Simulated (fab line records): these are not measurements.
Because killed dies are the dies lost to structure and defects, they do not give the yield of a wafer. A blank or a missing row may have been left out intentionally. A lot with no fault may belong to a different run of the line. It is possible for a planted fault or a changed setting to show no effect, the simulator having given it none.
fab line records | flow nand-harc | part 2 of 2: steps 32 to 46 of 46
record lots=5 wafers=15 last-day=33
route steps=1302 shown P_ZERO_WELL@16
lots that met no fault: taken from a fault-free run of the same line
start-h: hours from the record's opening day to when the first of the lot's shown wafers began | wait-h: time in hours since the lot's previous step | " repeats the value in the row above | L1.1+2: one row covering several wafers at once | - no value, or no start given | * or withheld: withheld | < > ~ a bound
route shown NAME@n: names a module that has steps shown in the file, with the first one's number in the route | usual: average and standard deviation across the fault-free wafers | same: alike in all rows | chamber/n: place in a boat | sites: per-site readings | _std_site: the values' standard deviation | _edge_site: inner sites' mean taken away from outer sites' mean | radius-mm: how far each site lies from the wafer's centre | mask NAME#n: copy n | behind: tool/chamber where the wafer was last shaped | hold: reason for holding the lot/hours on hold/outcome of the hold | device: names the non-switching transistor (n, p or np) | end of line: the route-end tests of the same wafers | a step without rows: its recipe alone | killed: count of dies lost to structure and defects at first sort (not the wafer's yield) | map: dies across one wafer; x = killed, . = not, _ = none there
set.NAME: the setting as run; set.NAME@STEP: as run at that earlier step | model.NAME: the simulator's own value behind a step, which no gauge read
certain route steps with their lots: each step a table, each wafer a row
services: from which hour (start-h, from the record's first day; less than 0 if before it) a tool's chamber was out of use, for how many hours, and why
## steps
# step NHARC_P_ZERO_WELL_IMPLANT_40
# recipe energy-kev=300 dose-cm2=1e+13 tilt-deg=7
# same implant-ion-amu=11
# columns lot.wafer tool chamber start-h wait-h
L077.1+2+6 implanter-02 0 54.41 0.1
L082.3+5+6 implanter-02 0 104.52 0.2
L087.1+3+6 implanter-01 0 154.43 0.1
L088.2+4+6 implanter-01 0 164.60 0.2
L097.1+2+5 implanter-01 0 254.18 0.1
# step NHARC_P_ZERO_WELL_IMPLANT_59
# recipe energy-kev=120 dose-cm2=5e+12 tilt-deg=7
# same implant-ion-amu=11
# columns lot.wafer tool chamber start-h wait-h
L077.1+2+6 implanter-02 0 54.59 0.2
L082.3+5+6 implanter-02 0 104.70 0.2
L087.1+3+6 implanter-01 0 154.61 0.2
L088.2+4+6 implanter-01 0 164.78 0.1
L097.1+2+5 implanter-01 0 254.36 0.2
# step NHARC_P_ZERO_WELL_IMPLANT_60
# recipe energy-kev=30 dose-cm2=2e+12 tilt-deg=7
# same implant-ion-amu=11
# columns lot.wafer tool chamber start-h wait-h
L077.1+2+6 implanter-02 0 54.78 0.2
L082.3+5+6 implanter-02 0 104.88 0.2
L087.1+3+6 implanter-01 0 154.79 0.2
L088.2+4+6 implanter-01 0 164.96 0.2
L097.1+2+5 implanter-01 0 254.54 0.2
# step NHARC_P_ZERO_WELL_STRIP_41
# recipe time-s=840 temp-c=130 chemistry=SPM
# columns lot.wafer tool chamber start-h wait-h
L077.6+1+2 wet-bench-05 5,7,0 54.99 0.0
L082.3+6+5 wet-bench-07 3,7,0 105.04 0.1
L087.1+3+6 wet-bench-05 6,0,2 155.01 0.2
L088.4+6+2 wet-bench-03 1,2,4 165.15 0.1
L097.1+5+2 wet-bench-07 6,7,1 254.76 0.2
# step NHARC_P_ZERO_WELL_DEHYDRATE_44
# recipe temp-c=150 time-s=120
# columns lot.wafer tool chamber start-h wait-h
L077.1+2+6 litho-track-05 0 55.32 -
L082.3+5+6 litho-track-02 0 105.37 -
L087.1+3+6 litho-track-02 0 155.34 -
L088.2+4+6 litho-track-02 0 165.48 -
L097.1+2+5 litho-track-05 0 255.08 -
# step NHARC_P_ZERO_WELL_HMDS_45
# recipe time-s=30
# columns lot.wafer tool chamber start-h wait-h
L077.1+2+6 litho-track-05 0 - -
L082.3+5+6 litho-track-02 0 - -
L087.1+3+6 litho-track-02 0 - -
L088.2+4+6 litho-track-02 0 - -
L097.1+2+5 litho-track-05 0 - -
# step NHARC_P_ZERO_WELL_COAT_46
# recipe spin-rpm=withheld
# columns lot.wafer tool chamber start-h wait-h
L077.1+2+6 litho-track-05 0 - -
L082.3+5+6 litho-track-02 0 - -
L087.1+3+6 litho-track-02 0 - -
L088.2+4+6 litho-track-02 0 - -
L097.1+2+5 litho-track-05 0 - -
# step NHARC_P_ZERO_WELL_SOFTBAKE_47
# recipe temp-c=122 time-s=95
# columns lot.wafer tool chamber start-h wait-h
L077.1+2+6 litho-track-05 0 - -
L082.3+5+6 litho-track-02 0 - -
L087.1+3+6 litho-track-02 0 - -
L088.2+4+6 litho-track-02 0 - -
L097.1+2+5 litho-track-05 0 - -
# step NHARC_P_ZERO_WELL_EBR_48
# columns lot.wafer tool chamber start-h wait-h
L077.1+2+6 litho-track-05 0 - -
L082.3+5+6 litho-track-02 0 - -
L087.1+3+6 litho-track-02 0 - -
L088.2+4+6 litho-track-02 0 - -
L097.1+2+5 litho-track-05 0 - -
# step NHARC_P_ZERO_WELL_EXPOSE_49
# recipe na=0.6 target-cd-nm=2000 dose-mj=22.64 mask-id=P_HVPW
# columns lot.wafer tool chamber start-h wait-h mask
L077.1+2+6 krf-scanner-01 0 55.59 - P_HVPW#0
L082.3+5+6 krf-scanner-01 0 105.53 - P_HVPW#0
L087.1+3+6 krf-scanner-02 0 155.61 - P_HVPW#0
L088.2+4+6 krf-scanner-02 0 165.63 - P_HVPW#0
L097.1+2+5 krf-scanner-02 0 255.23 - P_HVPW#0
# step NHARC_P_ZERO_WELL_PEB_50
# recipe peb-temp-c=118 peb-time-s=85
# columns lot.wafer tool chamber start-h wait-h
L077.1+2+6 litho-track-03 0 55.65 0.1
L082.3+5+6 litho-track-05 0 105.59 0.1
L087.1+3+6 litho-track-03 0 155.68 0.1
L088.2+4+6 litho-track-03 0 165.69 0.1
L097.1+2+5 litho-track-02 0 255.29 0.1
# step NHARC_P_ZERO_WELL_DEVELOP_51
# recipe time-s=70
# columns lot.wafer tool chamber start-h wait-h
L077.1+2+6 litho-track-03 0 - -
L082.3+5+6 litho-track-05 0 - -
L087.1+3+6 litho-track-03 0 - -
L088.2+4+6 litho-track-03 0 - -
L097.1+2+5 litho-track-02 0 - -
# step NHARC_P_ZERO_WELL_CD_MEAS_52
# recipe target-cd-nm=2000 landing-energy-ev=500
# usual cd-nm=1999.7/2.8
# columns lot.wafer tool chamber start-h wait-h cd-nm
L077.1 cd-sem-02 0 55.74 - 2001.4
L077.2 " 0 " " 2001.0
L077.6 " 0 " " 2003.6
L082.3 cd-sem-03 0 105.68 - 1997.0
L082.5 " 0 " " 1995.4
L082.6 " 0 " " 1999.0
L087.1 cd-sem-03 0 155.77 - 2001.1
L087.3 " 0 " " 2003.6
L087.6 " 0 " " 1996.2
L088.2 cd-sem-02 0 165.78 - 2002.6
L088.4 " 0 " " 2001.4
L088.6 " 0 " " 2004.5
L097.1 cd-sem-02 0 255.38 - 1999.4
L097.2 " 0 " " 1996.1
L097.5 " 0 " " 1998.9
# step NHARC_P_ZERO_WELL_HARDBAKE_53
# recipe temp-c=125 time-s=80
# columns lot.wafer tool chamber start-h wait-h
L077.1+2+6 litho-track-05 0 55.82 -
L082.3+5+6 litho-track-05 0 105.76 -
L087.1+3+6 litho-track-02 0 155.85 -
L088.2+4+6 litho-track-02 0 165.86 -
L097.1+2+5 litho-track-03 0 255.46 -
# step NHARC_P_ZERO_WELL_DESCUM_54
# recipe time-s=3 o2-flow-sccm=200 ar-flow-sccm=0 bias-power-w=0 chemistry=O2
# usual chamber-pressure-mTorr=60.00/0.06 drypump-motor-current-A=5.7/0.39 oes-product-au=1.002/0.01 rf-vpp-V=57.9/0.85 showerhead-plenum-p-Torr=1.94/0.046 throttle-valve-pct=11.312/0.009
# columns lot.wafer tool chamber start-h wait-h chamber-pressure-mTorr drypump-motor-current-A oes-product-au rf-hours-counter-h rf-vpp-V showerhead-plenum-p-Torr throttle-valve-pct
L077.2 rie-diel-12 1 55.90 - 59.92 6.3 1.017 37 58.6 1.94 11.306
L077.1 " 0 " " 59.95 6.0 1.019 38 58.5 1.96 11.317
L077.6 " 2 " " 60.01 5.4 1.006 - 58.3 2.00 11.314
L082.3 rie-diel-12 0 105.83 - 59.94 6.0 1.003 2 58.9 1.95 11.316
L082.5 " 1 " " 60.05 6.3 1.010 - 58.8 1.94 11.315
L082.6 " 3 " " 59.96 5.1 0.985 - 58.8 1.98 11.305
L087.1 rie-diel-06 0 155.93 - 60.04 6.1 0.999 5 57.1 1.95 11.302
L087.3 " 3 " " 60.01 5.2 0.995 6 56.5 1.92 11.313
L087.6 " 0 " " 60.06 6.1 1.010 - 57.7 1.95 11.316
L088.2 rie-diel-06 3 165.95 - 60.08 5.2 0.993 9 58.1 1.92 11.322
L088.4 " 1 " " 59.85 5.9 1.009 9 57.6 1.90 11.302
L088.6 " 2 " " 59.90 5.3 0.991 - 57.2 1.98 11.310
L097.1 rie-diel-06 1 255.58 - 59.96 5.9 1.010 45 58.1 1.89 11.324
L097.2 " 2 " " 60.02 5.2 0.991 42 57.5 1.96 11.319
L097.5 " 3 " " 59.95 5.2 1.003 - 57.3 1.91 11.316
## services
# columns tool chamber start-h hours kind
wet-bench-03 - 34.40 8.0 pm
wet-bench-07 - 34.98 0.6 repair
rie-diel-06 0 39.49 27.6 repair
litho-track-02 - 52.00 7.0 pm
rie-diel-05 - 52.64 9.0 pm
rie-diel-06 - 87.42 0.7 repair
rie-diel-12 - 91.50 9.0 pm
krf-scanner-02 - 94.00 4.0 pm
litho-track-03 - 100.00 7.0 pm
rie-diel-05 3 123.73 1.9 repair
litho-track-05 - 124.00 7.0 pm
krf-scanner-02 - 124.01 2.3 repair
rie-diel-06 - 131.02 9.0 pm
rie-diel-05 2 134.43 2.4 repair
rie-diel-12 2 143.59 8.9 repair
implanter-02 - 146.00 13.0 pm
rie-diel-12 1 158.92 22.4 repair
implanter-02 - 159.29 3.5 repair
rie-diel-12 1 184.15 13.8 repair
rie-diel-06 3 216.75 16.1 repair
implanter-02 - 217.76 41.4 repair
rie-diel-06 0 219.09 15.8 repair
litho-track-02 - 227.00 7.0 pm
rie-diel-05 - 229.64 9.0 pm
